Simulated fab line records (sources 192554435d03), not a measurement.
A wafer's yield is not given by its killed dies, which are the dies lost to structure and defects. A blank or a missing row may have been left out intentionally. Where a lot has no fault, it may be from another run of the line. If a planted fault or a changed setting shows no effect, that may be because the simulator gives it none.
fab line records	flow n5Finfet
record: lots: 6	wafers: 18	lastDay: 17
route steps=1938 shown MOL_CONTACT_COAG@615 BEOL_M4@1111 PASSIVATION@1936
lots with no fault: from the same line, run without faults
startH: hours from the record's opening day to when the first of the lot's shown wafers began	waitH: hours elapsed since this lot's preceding step	" unchanged from the row above	L1.1+2: a single row standing in for several wafers	- no value present, or no start provided	* or withheld: withheld	< > ~ a bound
route shown NAME@n: NAME is a module with steps in the file, n the number in the route of the first one	usual: mean and standard deviation over wafers with no fault	same: alike in all rows	chamber/n: place in a boat	sites: per-site readings	_std_site: the values' standard deviation	_edge_site: outer sites' mean less inner sites'	radiusMm: for every site, how far away it sits from the centre of the wafer	mask NAME#n: copy n	behind: the last tool/chamber to shape the wafer	hold: why the lot was held/for how many hours/how that ended	device: the n, p or np transistor that did not switch	end of line: at the end of the route, the tests of the same wafers	a step given without rows: its recipe and nothing more	killed: at the first sort, the dies lost to defects and structure; wafer yield is something else	map: dies across one wafer; x = killed, . = not, _ = none there
set.NAME: setting as actually run; set.NAME@STEP: the setting as run at that earlier step	model.NAME: the simulator's own value behind a step, which no gauge read
a table for each step, a row for each wafer; lots at some steps of the route
services: the hour from which a tool's chamber was out of use, counted from the record's first day as startH (under 0 if before that day), plus the number of hours and why
== steps ==
step: N5_MOL_CONTACT_COAG_VIA_ETCH_117
recipe: chemistry: C4F6/O2	targetDepthA: 400	overetchA: 80	maskMaterial: SOC	target: SiO2	biasW: 455	pressureMtorr: 10	timeS: 26	sourceW: 325	Ar_flow_sccm: 300	C4F6_flow_sccm: 10	O2_flow_sccm: 10	ionEnergyEv: 575.3	ends: endPoint
usual: C4F6_flow_sccm: 10.00/0.032	drypumpMotorCurrentA: 5.6/0.53	oesProductAu: 0.74/0.057	rfVppV: 1588/30	showerheadPlenumPTorr: 2.84/0.076	throttleValvePct: 41.1/0.42
lot.wafer	tool	chamber	startH	waitH	C4F6_flow_sccm	drypumpMotorCurrentA	oesProductAu	rfHoursCounterH	rfVppV	showerheadPlenumPTorr	throttleValvePct
L873.1	rieDiel-03	2	101.94	0.0	10.01	5.6	0.83	5	1574	2.91	40.7
L873.2	"	0	"	"	9.99	5.4	0.77	48	1615	2.98	40.3
L873.3	"	1	"	"	10.00	6.1	0.85	17	1639	2.92	40.8
L875.1	rieDiel-02	1	114.76	0.0	10.05	5.1	0.80	19	1584	2.81	41.3
L875.4	"	0	"	"	9.94	5.4	0.68	134	1578	2.85	41.1
L875.6	"	2	"	"	9.94	5.1	0.85	-	1527	2.79	41.8
L884.3	rieDiel-06	2	167.00	0.0	9.94	5.4	0.76	92	1586	2.77	41.3
L884.4	"	3	"	"	10.03	6.6	0.72	88	1592	2.88	41.7
L884.5	"	1	"	"	10.02	4.8	0.67	-	1636	2.72	41.0
L885.1	rieDiel-02	0	179.14	0.0	10.03	5.4	0.67	155	1576	2.84	41.1
L885.2	"	2	"	"	9.97	5.1	0.81	28	1526	2.78	41.8
L885.6	"	3	"	"	9.97	5.4	0.69	-	1574	2.95	40.7
L891.4	rieDiel-06	0	208.15	0.0	10.00	6.2	0.77	46	1564	2.79	41.6
L891.5	"	3	"	"	10.00	6.6	0.70	-	1590	2.87	41.7
L891.6	"	2	"	"	10.02	5.4	0.74	-	1587	2.76	41.3
L892.1	rieDiel-03	3	215.61	0.0	9.98	6.0	0.66	144	1568	2.83	40.9
L892.5	"	3	"	"	10.01	6.0	0.67	-	1570	2.83	40.9
L892.6	"	0	"	"	10.01	5.5	0.73	-	1613	2.97	40.3
step: N5_MOL_CONTACT_COAG_ETCH_124
recipe: chemistry: CH3F/O2	target: SiNx	targetDepthA: 65	maskMaterial: SOC	stopOn: SiOC	overEtchFrac: 0.3	ionEnergyEv: 120	pressureMtorr: 30	sourceW: 395	biasW: 73	Ar_flow_sccm: 150	CH3F_flow_sccm: 30	O2_flow_sccm: 20	ends: endPoint
usual: drypumpMotorCurrentA: 5.6/0.52	oesProductAu: 0.71/0.055	rfVppV: 298/6	showerheadPlenumPTorr: 2.00/0.056	throttleValvePct: 16.25/0.23
same: overEtchFrac: 0.3
lot.wafer	tool	chamber	startH	waitH	drypumpMotorCurrentA	oesProductAu	rfHoursCounterH	rfVppV	showerheadPlenumPTorr	throttleValvePct
L873.1	rieDiel-03	2	101.96	0.0	5.6	0.81	5	295	2.05	15.88
L873.2	"	0	"	"	5.5	0.74	48	303	2.11	15.73
L873.3	"	1	"	"	6.1	0.80	17	308	2.05	16.03
L875.1	rieDiel-02	1	114.79	0.0	5.0	0.77	19	297	1.98	16.35
L875.4	"	0	"	"	5.4	0.64	134	295	2.01	16.47
L875.6	"	2	"	"	5.1	0.82	-	284	1.96	16.36
L884.3	rieDiel-06	2	167.03	0.0	5.5	0.71	92	298	1.94	16.29
L884.4	"	3	"	"	6.6	0.68	88	298	2.03	16.43
L884.5	"	1	"	"	4.9	0.64	-	306	1.92	16.44
L885.1	rieDiel-02	0	179.17	0.0	5.4	0.63	155	295	2.00	16.50
L885.2	"	2	"	"	5.1	0.77	28	286	1.95	16.39
L885.6	"	3	"	"	5.4	0.66	-	296	2.08	16.39
L891.4	rieDiel-06	0	208.17	0.0	6.2	0.74	46	292	1.96	16.41
L891.5	"	3	"	"	6.6	0.67	-	298	2.02	16.46
L891.6	"	2	"	"	5.4	0.70	-	296	1.94	16.32
L892.1	rieDiel-03	3	215.64	0.0	6.0	0.64	144	294	1.99	16.04
L892.5	"	3	"	"	6.0	0.63	-	294	1.99	16.04
L892.6	"	0	"	"	5.5	0.70	-	304	2.10	15.78
step: N5_MOL_CONTACT_COAG_ETCH_48
recipe: chemistry: C4F6/O2	targetDepthA: 150	overetchA: 45	maskMaterial: SOC	target: SiOC	biasW: 465	pressureMtorr: 10	timeS: 17	sourceW: 335	Ar_flow_sccm: 300	C4F6_flow_sccm: 10	O2_flow_sccm: 10	ionEnergyEv: 576
usual: C4F6_flow_sccm: 10.00/0.031	drypumpMotorCurrentA: 5.6/0.52	oesProductAu: 0.70/0.061	rfVppV: 1590/30	showerheadPlenumPTorr: 2.84/0.076	throttleValvePct: 40.7/0.41
lot.wafer	tool	chamber	startH	waitH	C4F6_flow_sccm	drypumpMotorCurrentA	oesProductAu	rfHoursCounterH	rfVppV	showerheadPlenumPTorr	throttleValvePct
L873.1	rieDiel-03	2	102.00	0.0	9.98	5.6	0.81	5	1576	2.91	40.2
L873.2	"	0	"	"	9.98	5.4	0.68	48	1617	2.98	39.8
L873.3	"	1	"	"	10.00	6.1	0.78	17	1643	2.92	40.4
L875.1	rieDiel-02	1	114.83	0.0	10.05	5.1	0.75	19	1586	2.82	40.8
L875.4	"	0	"	"	10.02	5.4	0.62	134	1581	2.85	40.7
L875.6	"	2	"	"	9.99	5.1	0.76	-	1530	2.79	41.3
L884.3	rieDiel-06	2	167.07	0.0	10.01	5.4	0.70	92	1590	2.77	40.8
L884.4	"	3	"	"	9.97	6.6	0.69	88	1593	2.88	41.2
L884.5	"	1	"	"	9.99	4.8	0.63	-	1636	2.72	40.6
L885.1	rieDiel-02	0	179.21	0.0	9.98	5.4	0.62	155	1578	2.84	40.7
L885.2	"	2	"	"	10.04	5.2	0.77	28	1527	2.78	41.3
L885.6	"	3	"	"	10.01	5.4	0.61	-	1576	2.95	40.3
L891.4	rieDiel-06	0	208.21	0.0	10.02	6.2	0.71	46	1564	2.79	41.2
L891.5	"	3	"	"	10.01	6.6	0.67	-	1592	2.87	41.2
L891.6	"	2	"	"	10.00	5.5	0.69	-	1589	2.76	40.8
L892.1	rieDiel-03	3	215.68	0.0	10.00	6.0	0.59	144	1571	2.83	40.4
L892.5	"	3	"	"	10.05	6.0	0.63	-	1571	2.83	40.4
L892.6	"	0	"	"	10.03	5.5	0.68	-	1616	2.97	39.9
step: N5_MOL_CONTACT_COAG_STRIP_72
recipe: chemistry: N2/H2	powerW: 450	tempC: 40	pressureMtorr: 20	rfFrequencyHz: 6e+07	overashFraction: 3	biasPowerW: 7	h2Frac: 0.5	n2FlowSccm: 200	h2FlowSccm: 200
usual: biasPowerW: 6.999/0.021	drypumpMotorCurrentA: 5.6/0.53	oesProductAu: 0.82/0.068	rfVppV: 59.0/2	showerheadPlenumPTorr: 2.53/0.077	throttleValvePct: 23.5/0.36
same: overashFraction: 3
lot.wafer	tool	chamber	startH	waitH	biasPowerW	drypumpMotorCurrentA	oesProductAu	rfHoursCounterH	rfVppV	showerheadPlenumPTorr	throttleValvePct
L873.1	rieDiel-03	2	102.06	0.0	7.006	5.6	0.95	5	55.8	2.59	22.9
L873.2	"	0	"	"	7.021	5.5	0.88	48	60.8	2.69	22.9
L873.3	"	1	"	"	7.021	6.1	0.95	17	62.6	2.60	23.3
L875.1	rieDiel-02	1	114.88	0.0	7.032	5.1	0.90	19	57.4	2.49	23.7
L875.4	"	0	"	"	7.004	5.4	0.74	134	58.9	2.54	23.8
L875.6	"	2	"	"	7.024	5.2	0.95	-	58.1	2.50	24.2
L884.3	rieDiel-06	2	167.12	0.0	6.999	5.4	0.81	92	61.2	2.45	23.3
L884.4	"	3	"	"	6.996	6.6	0.79	88	56.9	2.57	24.0
L884.5	"	1	"	"	6.989	4.8	0.74	-	60.4	2.42	23.6
L885.1	rieDiel-02	0	179.26	0.0	7.019	5.4	0.73	155	58.1	2.53	23.8
L885.2	"	2	"	"	7.010	5.1	0.91	28	61.3	2.49	24.3
L885.6	"	3	"	"	7.000	5.4	0.76	-	58.0	2.65	23.4
L891.4	rieDiel-06	0	208.27	0.0	7.009	6.2	0.85	46	56.5	2.47	23.5
L891.5	"	3	"	"	7.026	6.6	0.77	-	53.9	2.57	24.1
L891.6	"	2	"	"	7.006	5.4	0.81	-	55.4	2.45	23.4
L892.1	rieDiel-03	3	215.73	0.0	6.974	6.0	0.76	144	57.4	2.53	23.7
L892.5	"	3	"	"	6.958	6.0	0.75	-	55.5	2.54	23.7
L892.6	"	0	"	"	7.035	5.5	0.82	-	59.7	2.67	22.9
step: N5_MOL_CONTACT_COAG_STRIP_49
recipe: chemistry: N2/H2	timeS: 30	powerW: 1000	tempC: 250	pressureMtorr: withheld	n2FlowSccm: 1750	h2FlowSccm: 3250
usual: drypumpMotorCurrentA: 5.6/0.36	heaterPowerW: 313/13
lot.wafer	tool	chamber	startH	waitH	drypumpMotorCurrentA	heaterPowerW	rfHoursCounterH
L873.1	plasmaAsher-02	1	102.14	-	5.1	311	92
L873.2	"	0	"	"	5.8	312	92
L873.3	"	1	"	"	5.1	318	-
L875.1	plasmaAsher-02	0	114.96	-	5.8	329	93
L875.4	"	1	"	"	5.1	319	-
L875.6	"	1	"	"	5.1	313	-
L884.3	plasmaAsher-01	0	167.22	-	6.0	327	-
L884.4	"	1	"	"	5.4	293	-
L884.5	"	1	"	"	5.4	291	-
L885.1	plasmaAsher-02	0	179.34	-	5.8	325	110
L885.2	"	1	"	"	5.1	314	110
L885.6	"	1	"	"	5.1	322	-
L891.4	plasmaAsher-02	0	208.37	-	5.8	316	-
L891.5	"	1	"	"	5.1	311	-
L891.6	"	0	"	"	5.8	331	-
L892.1	plasmaAsher-02	0	215.82	-	5.8	322	117
L892.5	"	1	"	"	5.1	316	-
L892.6	"	0	"	"	5.8	319	-
step: N5_MOL_CONTACT_COAG_PRECLEAN_138
recipe: chemistry: alkalineClean	tempC: 60	timeS: 60	doPpb: 50
step: N5_MOL_CONTACT_COAG_SRD_139
recipe: dry: ipaMarangoni	timeS: 30	tempC: 23	rinseLiquid: diw
step: N5_MOL_CONTACT_COAG_CD_MEAS_101
recipe: targetCdNm: 16
usual: cdNm: 15.9/0.39
lot.wafer	tool	chamber	startH	waitH	cdNm
L873.1	cdSem-02	-	102.30	0.0	16.3
L873.2	"	-	"	"	15.6
L873.3	"	-	"	"	15.8
L875.1	cdSem-01	-	115.15	0.0	15.6
L875.4	"	-	"	"	14.9
L875.6	"	-	"	"	16.0
L884.3	cdSem-01	-	167.35	0.0	15.6
L884.4	"	-	"	"	15.4
L884.5	"	-	"	"	15.8
L885.1	cdSem-01	-	179.49	0.0	15.5
L885.2	"	-	"	"	16.4
L885.6	"	-	"	"	16.2
L891.4	cdSem-01	-	208.51	0.0	15.8
L891.5	"	-	"	"	16.0
L891.6	"	-	"	"	15.5
L892.1	cdSem-02	-	215.97	0.0	16.4
L892.5	"	-	"	"	16.4
L892.6	"	-	"	"	16.2
step: N5_MOL_CONTACT_COAG_PRE_CLEAN_121
recipe: gas: H2/He	timeS: *	tempC: withheld
step: N5_MOL_CONTACT_COAG_CVD_140
recipe: material: W	targetThkA: 665	mode: selectiveFill	tempC: 300	timeS: 215
step: N5_MOL_CONTACT_COAG_PRECLEAN_127
recipe: chemistry: DIW	timeS: 57.5	tempC: 23
step: N5_MOL_CONTACT_COAG_SRD_128
recipe: dryTimeS: 32	dry: n2Spin	spinRpm: 1500
step: N5_MOL_CONTACT_COAG_CMP_52
recipe: stopOn: SiO2	tOverpolishS: 1.5	postCmpClean: wDiluteNh4oh	downForcePsi: 4	platenRpm: 50.289	padVelocityMS: 1.0006	targetThkNm: 66.5
usual: edgeZonePressureFrac: 1.000/0.0052	motorCurrentA: 11.2/1.3	overpolishRunS: 1.502/0.0087	padLifeWafers: 972/600	platenRpm: 50.29/0.034	timeToEndpointS: 13.7/2.8
same: tOverpolishS: 1.5
lot.wafer	tool	chamber	startH	waitH	edgeZonePressureFrac	motorCurrentA	overpolishRunS	padLifeWafers	platenRpm	timeToEndpointS
L873.1	cmp-02	3	102.75	0.0	0.997	10.9	1.493	780	50.34	12.8
L873.2	"	1	"	"	1.001	12.0	1.503	782	50.27	11.6
L873.3	"	2	"	"	1.003	12.4	1.515	783	50.29	14.8
L875.4	cmp-03	2	115.68	0.1	0.992	8.8	1.487	1952	50.33	13.3
L875.1	"	3	"	"	1.000	12.7	1.488	1953	50.30	11.4
L875.6	"	0	"	"	0.995	10.9	1.508	-	50.33	11.9
L884.3	cmp-03	0	167.88	0.1	0.996	10.4	1.503	254	48.23	13.9
L884.4	"	1	"	"	1.003	11.9	1.497	255	48.32	13.4
L884.5	"	2	"	"	0.993	9.4	1.486	-	48.33	14.4
L885.2	cmp-03	1	179.94	0.0	0.999	12.2	1.500	354	48.28	13.1
L885.1	"	3	"	"	1.013	13.0	1.499	356	48.26	9.6
L885.6	"	1	"	"	1.001	11.9	1.502	-	48.28	15.2
L891.4	cmp-02	1	208.99	0.1	0.996	12.1	1.488	1621	50.27	13.7
L891.6	"	0	"	"	1.004	9.5	1.492	-	50.32	12.1
L891.5	"	1	"	"	0.994	12.1	1.508	-	50.25	12.1
L892.1	cmp-02	1	216.47	0.1	1.002	12.1	1.503	1717	50.29	13.2
L892.6	"	0	"	"	0.991	9.4	1.491	-	50.26	14.1
L892.5	"	1	"	"	1.000	12.5	1.480	-	50.32	13.3
step: N5_MOL_CONTACT_COAG_THK_MEAS_53
recipe: reads: SiO2_of_MOL_CONTACT_COAG_PECVD_31
usual: VIA_MOL_THK: 44.0/0.7
lot.wafer	tool	chamber	startH	waitH	VIA_MOL_THK[nm]
L873.1	filmMetro-02	-	103.04	-	44.1
L873.2	"	-	"	"	43.0
L873.3	"	-	"	"	43.2
L875.1	filmMetro-01	-	115.90	-	43.1
L875.4	"	-	"	"	44.5
L875.6	"	-	"	"	44.9
L884.3	filmMetro-01	-	168.10	-	43.7
L884.4	"	-	"	"	44.2
L884.5	"	-	"	"	44.3
L885.1	filmMetro-01	-	180.23	-	43.2
L885.2	"	-	"	"	44.2
L885.6	"	-	"	"	44.7
L891.4	filmMetro-02	-	209.25	-	43.9
L891.5	"	-	"	"	43.8
L891.6	"	-	"	"	44.5
L892.1	filmMetro-02	-	216.73	-	43.4
L892.5	"	-	"	"	44.0
L892.6	"	-	"	"	43.9
step: N5_BEOL_M4_RC_MEAS_101
usual: DIBL_N: 36.0/1.9	DIBL_P: 36.0/2.1	IOFF_N: 0.155/0.029	IOFF_P: 0.20/0.032	ION_N: 672/11	ION_P: 461/6.9	SS_N: 71.5/0.58	SS_P: 73.2/0.64	VT_N: 250.4/2.9	VT_P: -251.0/2.8
lot.wafer	tool	chamber	startH	waitH	DIBL_N[mV/V]	DIBL_P[mV/V]	IOFF_N[nA/um]	IOFF_P[nA/um]	ION_N[uA/um]	ION_P[uA/um]	SS_N[mV/dec]	SS_P[mV/dec]	VT_N[mV]	VT_P[mV]
L873.1	prober-02	0	179.89	0.0	35.1	34.2	0.126	0.16	654	438	71.7	72.7	255.4	-258.2
L873.2	"	0	"	"	34.4	34.5	0.125	0.15	663	452	70.8	72.5	252.5	-258.4
L873.3	"	0	"	"	34.0	34.4	0.124	0.16	672	456	71.2	72.5	251.0	-254.6
L875.1	prober-01	0	187.06	0.0	36.1	36.3	0.174	0.23	690	476	72.4	73.1	246.6	-248.7
L875.4	"	0	"	"	34.4	34.7	0.150	0.21	684	469	71.1	72.3	249.3	-247.0
L875.6	"	0	"	"	34.0	34.5	0.143	0.21	675	465	71.5	72.9	249.5	-247.9
L884.3	prober-01	0	238.26	0.3	34.5	33.6	0.121	0.18	667	459	71.1	72.4	252.2	-252.0
L884.4	"	0	"	"	34.5	33.2	0.121	0.18	659	453	70.5	72.0	256.8	-254.4
L884.5	"	0	"	"	35.9	34.7	0.142	0.19	653	453	72.0	73.2	254.5	-249.5
L885.1	prober-01	0	249.65	0.0	37.5	36.7	0.189	0.22	674	457	72.7	73.3	247.8	-248.9
L885.2	"	0	"	"	37.1	36.4	0.163	0.21	667	451	71.6	73.9	247.3	-251.0
L885.6	"	0	"	"	36.6	36.0	0.158	0.20	658	450	71.7	73.3	248.4	-253.3
L891.4	prober-02	0	284.41	0.5	38.2	40.0	0.201	0.27	676	464	71.9	74.5	245.8	-249.1
L891.5	"	0	"	"	35.0	36.1	0.141	0.20	674	467	71.2	73.0	250.2	-248.6
L891.6	"	0	"	"	39.1	39.4	0.211	0.25	679	462	72.5	74.7	246.1	-246.8
L892.1	prober-02	0	288.05	0.0	35.9	37.5	0.160	0.22	675	470	72.3	73.6	250.3	-247.6
L892.5	"	0	"	"	32.6	33.5	0.113	0.17	661	468	70.2	72.8	253.6	-252.7
L892.6	"	0	"	"	33.1	33.1	0.117	0.17	650	450	71.0	72.5	253.9	-252.3
step: N5_PASSIVATION_PROBE_49
usual: defectLimitedYield: 91.0/1.5	killed_at_M0_to_M3: 33/9.4	killed_at_M4_up: 14/4.8	killedAtContacts: 13/7.3	killedAtFrontEnd: 43/13	killedAtOther: 3.6/2.9	killedDies: 106/18	killedOpen: 69/13	killedShort: 35/8.2	sort_bin_5_function: 5.3/1	sort_bin_6_memory: 3.3/0.68	sort_bin_8_speed: 0.01/0.027	sortNPass: 1074/18
same: grossDies: 1180	killedAtBackSide: 0	sort_bin_4_leakage[%]: 0
lot.wafer	tool	chamber	startH	waitH	defectLimitedYield[%]	killed_at_M0_to_M3	killed_at_M4_up	killedAtContacts	killedAtFrontEnd	killedAtOther	killedDies	killedOpen	killedShort	sort_bin_5_function[%]	sort_bin_6_memory[%]	sort_bin_8_speed[%]	sortNPass
L873.1	prober-02	-	277.08	0.2	92.2	41	9	12	27	3	92	55	36	4.7	2.9	0.08	1087
L873.2	prober-02	-	277.13	0.3	90.1	42	14	18	41	2	117	87	29	5.6	3.8	0	1063
L873.3	prober-02	-	277.18	0.3	90.7	30	14	25	39	2	110	79	31	5.8	3.3	0	1070
L875.1	prober-02	-	290.21	0.0	90.0	41	17	4	55	1	118	81	37	6.4	3.3	0	1062
L875.4	prober-02	-	290.36	0.2	90.3	41	7	24	42	0	114	76	37	5.3	4.2	0	1066
L875.6	prober-02	-	290.46	0.3	90.8	38	15	17	36	2	108	68	36	5.0	3.5	0	1072
L884.3	prober-02	-	345.18	0.1	89.7	34	8	6	68	5	121	78	40	6.1	3.5	0	1059
L884.4	prober-02	-	345.23	0.2	92.9	40	14	1	27	2	84	50	33	4.2	2.6	0	1096
L884.5	prober-02	-	345.28	0.2	91.6	43	11	6	33	6	99	59	36	5.1	2.7	0.17	1081
L885.1	prober-01	-	356.14	0.0	88.8	35	30	9	55	3	132	87	42	6.3	4.3	0	1048
L885.2	prober-01	-	356.19	0.1	90.2	40	18	11	47	0	116	76	39	5.3	4.2	0	1064
L885.6	prober-01	-	356.39	0.3	89.4	34	14	12	65	0	125	91	32	6.2	4.1	0	1055
L891.4	prober-01	-	390.33	0.2	91.6	27	9	13	48	2	99	61	37	5.3	2.9	0	1081
L891.5	prober-01	-	390.38	0.2	91.4	24	18	24	32	3	101	68	32	4.5	3.6	0	1079
L891.6	prober-01	-	390.43	0.3	92.6	21	9	5	49	3	87	55	31	4.3	2.5	0	1093
L892.1	prober-01	-	400.35	0.0	90.6	29	22	23	31	6	111	72	36	5.7	3.2	0	1069
L892.5	prober-01	-	400.55	0.2	88.1	41	22	23	44	10	140	100	33	7.2	4.0	0	1040
L892.6	prober-01	-	400.60	0.3	89.8	29	9	32	48	2	120	80	37	5.7	3.9	0.17	1058
killed by level:class
L873.1 BEOL_M0_SAQP:geometricParticle:short=14 MOL_CONTACT_COAG:geometricParticle:open=10 BEOL_M0_SAQP:geometricParticle:open=7 BEOL_M0:geometricParticle:short=5 BEOL_M2:geometricParticle:open=5 FIN_SAQP:geometricParticle:open=4 BEOL_M3:geometricParticle:open=4 STARTING-WAFER:geometricParticle:open=4
L873.2 MOL_CONTACT_COAG:geometricParticle:open=16 BEOL_M3:geometricParticle:open=15 STI_FIN_REVEAL:geometricParticle:open=12 BEOL_M2:geometricParticle:open=8 BEOL_M4:geometricParticle:open=8 DUMMY_GATE:geometricParticle:open=7 BEOL_M0_SAQP:geometricParticle:open=6 BEOL_M0_SAQP:geometricParticle:short=6
L873.3 MOL_CONTACT_COAG:geometricParticle:open=21 STI_FIN_REVEAL:geometricParticle:open=11 DUMMY_GATE:geometricParticle:open=11 BEOL_M2:geometricParticle:open=9 BEOL_M1:geometricParticle:open=6 BEOL_M3:geometricParticle:open=5 BEOL_M4:geometricParticle:open=5 GATE_CUT:geometricParticle:short=4
L875.1 BEOL_M2:geometricParticle:open=11 GATE_CUT:geometricParticle:open=9 BEOL_M0_SAQP:geometricParticle:short=9 BEOL_M1:geometricParticle:open=9 BEOL_M5:geometricParticle:open=9 FIN_SAQP:geometricParticle:short=8 STI_FIN_REVEAL:geometricParticle:open=8 GATE_CUT:geometricParticle:short=6
L875.4 MOL_CONTACT_COAG:geometricParticle:open=22 STI_FIN_REVEAL:geometricParticle:open=11 BEOL_M2:geometricParticle:open=11 GATE_CUT:geometricParticle:short=9 DUMMY_GATE:geometricParticle:open=6 BEOL_M1:geometricParticle:short=6 BEOL_M2:geometricParticle:short=6 STI_FIN_REVEAL:geometricParticle:short=4
L875.6 MOL_CONTACT_COAG:geometricParticle:open=11 BEOL_M2:geometricParticle:open=9 GATE_CUT:geometricParticle:short=8 BEOL_M0_SAQP:geometricParticle:open=8 FIN_SAQP:geometricParticle:open=7 MOL_CONTACT_COAG:geometricParticle:short=6 GATE_CUT:geometricParticle:open=5 BEOL_M1:geometricParticle:open=5
L884.3 FIN_SAQP:geometricParticle:open=20 FIN_SAQP:geometricParticle:short=13 BEOL_M0_SAQP:geometricParticle:open=11 STI_FIN_REVEAL:geometricParticle:open=7 BEOL_M2:geometricParticle:open=7 MOL_CONTACT_COAG:geometricParticle:open=6 BEOL_M0_SAQP:geometricParticle:short=6 GATE_CUT:geometricParticle:short=5
L884.4 BEOL_M0_SAQP:geometricParticle:short=11 FIN_SAQP:geometricParticle:open=8 BEOL_M0_SAQP:geometricParticle:open=8 BEOL_M4:geometricParticle:open=7 BEOL_M2:geometricParticle:open=4 BEOL_M1:geometricParticle:open=4 FIN_SAQP:geometricParticle:short=3 STI_FIN_REVEAL:geometricParticle:open=3
L884.5 FIN_SAQP:geometricParticle:open=8 BEOL_M2:geometricParticle:open=8 BEOL_M0_SAQP:geometricParticle:open=7 BEOL_M0_SAQP:geometricParticle:short=6 BEOL_M0:geometricParticle:open=6 GATE_CUT:geometricParticle:short=5 BEOL_M1:geometricParticle:short=5 FIN_SAQP:geometricParticle:short=4
L885.1 STI_FIN_REVEAL:geometricParticle:open=18 BEOL_M4:geometricParticle:open=14 BEOL_M3:geometricParticle:open=10 FIN_SAQP:geometricParticle:short=9 MOL_CONTACT_COAG:geometricParticle:open=6 FIN_SAQP:geometricParticle:open=5 BEOL_M4:geometricParticle:short=5 BEOL_M1:geometricParticle:open=5
L885.2 FIN_SAQP:geometricParticle:open=14 BEOL_M2:geometricParticle:open=14 GATE_CUT:geometricParticle:short=11 MOL_CONTACT_COAG:geometricParticle:open=11 BEOL_M4:geometricParticle:open=10 BEOL_M3:geometricParticle:open=5 GATE_CUT:geometricParticle:open=5 BEOL_M4:geometricParticle:short=5
L885.6 FIN_SAQP:geometricParticle:open=12 BEOL_M3:geometricParticle:open=12 DUMMY_GATE:geometricParticle:open=11 FIN_SAQP:geometricParticle:short=10 MOL_CONTACT_COAG:geometricParticle:open=10 STI_FIN_REVEAL:geometricParticle:open=9 BEOL_M1:geometricParticle:open=6 BEOL_M5:geometricParticle:open=6
L891.4 STI_FIN_REVEAL:geometricParticle:open=15 FIN_SAQP:geometricParticle:short=13 MOL_CONTACT_COAG:geometricParticle:open=11 BEOL_M0_SAQP:geometricParticle:open=10 GATE_CUT:geometricParticle:short=6 BEOL_M0_SAQP:geometricParticle:short=4 BEOL_M0:geometricParticle:open=4 BEOL_M1:geometricParticle:open=4
L891.5 MOL_CONTACT_COAG:geometricParticle:open=18 FIN_SAQP:geometricParticle:open=9 FIN_SAQP:geometricParticle:short=8 BEOL_M0_SAQP:geometricParticle:short=8 BEOL_M0_SAQP:geometricParticle:open=7 MOL_CONTACT_COAG:geometricParticle:short=6 BEOL_M0:geometricParticle:open=6 BEOL_M8:geometricParticle:open=4
L891.6 STI_FIN_REVEAL:geometricParticle:open=26 STI_FIN_REVEAL:geometricParticle:short=8 BEOL_M0_SAQP:geometricParticle:open=5 FIN_SAQP:geometricParticle:short=4 MOL_CONTACT_COAG:geometricParticle:open=4 BEOL_M1:geometricParticle:open=4 ILD0:geometricParticle:short=3 GATE_CUT:geometricParticle:short=3
L892.1 MOL_CONTACT_COAG:geometricParticle:open=16 BEOL_M4:geometricParticle:short=8 MOL_CONTACT_COAG:geometricParticle:short=7 BEOL_M1:geometricParticle:open=7 STI_FIN_REVEAL:geometricParticle:open=6 BEOL_M2:geometricParticle:open=6 BEOL_M4:geometricParticle:open=6 BEOL_M0_SAQP:geometricParticle:open=5
L892.5 MOL_CONTACT_COAG:geometricParticle:open=19 BEOL_M2:geometricParticle:open=13 BEOL_M3:geometricParticle:open=9 BEOL_M0_SAQP:geometricParticle:open=8 STI_FIN_REVEAL:geometricParticle:open=7 BEOL_M4:geometricParticle:open=7 FIN_SAQP:geometricParticle:open=6 DUMMY_GATE:geometricParticle:open=6
L892.6 MOL_CONTACT_COAG:geometricParticle:open=19 STI_FIN_REVEAL:geometricParticle:open=14 BEOL_M2:geometricParticle:open=13 MOL_CONTACT_COAG:geometricParticle:short=13 FIN_SAQP:geometricParticle:open=11 FIN_SAQP:geometricParticle:short=5 STARTING-WAFER:geometricParticle:short=4 BEOL_M0_SAQP:geometricParticle:short=4
== services ==
tool	chamber	startH	hours	kind
cmp-03	-	84.21	2.2	repair
rieDiel-06	-	100.57	14.6	pm
plasmaAsher-02	-	109.26	2.8	pm
plasmaAsher-01	-	115.45	10.4	repair
cmp-03	-	128.46	4.0	pm
rieDiel-06	0	131.05	5.5	repair
cmp-03	-	132.46	-	consumableReplace:conditioner
cmp-03	-	132.46	-	consumableReplace:pad
rieDiel-06	0	162.38	3.7	repair
rieDiel-02	1	162.82	3.1	repair
plasmaAsher-01	-	168.97	3.8	repair
cmp-02	-	172.72	1.7	repair
cmp-03	-	189.88	1.2	repair
cmp-03	-	199.47	10.9	pm
== key ==
firstSign: step: N5_MOL_CONTACT_COAG_CMP_52	reading: platenRpm	direction: down	sigmas: 60	usual: 50.29	struck: 48.28
effect none on later readings
metAt N5_MOL_CONTACT_COAG_CMP_52
struckWafers L884.3,L884.4,L884.5,L885.1,L885.2,L885.6
onsetBetween 115.68 167.88
fault: kind: processParameterDrift	tool: cmp-03	chamber: -	onsetH: 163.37	steps: N5_MOL_CONTACT_COAG_CMP_52	channel: platenRpm	offset: -2.0116	shape: step	endH: 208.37	actsIn: theseRecipesOnly	stated: 50.289
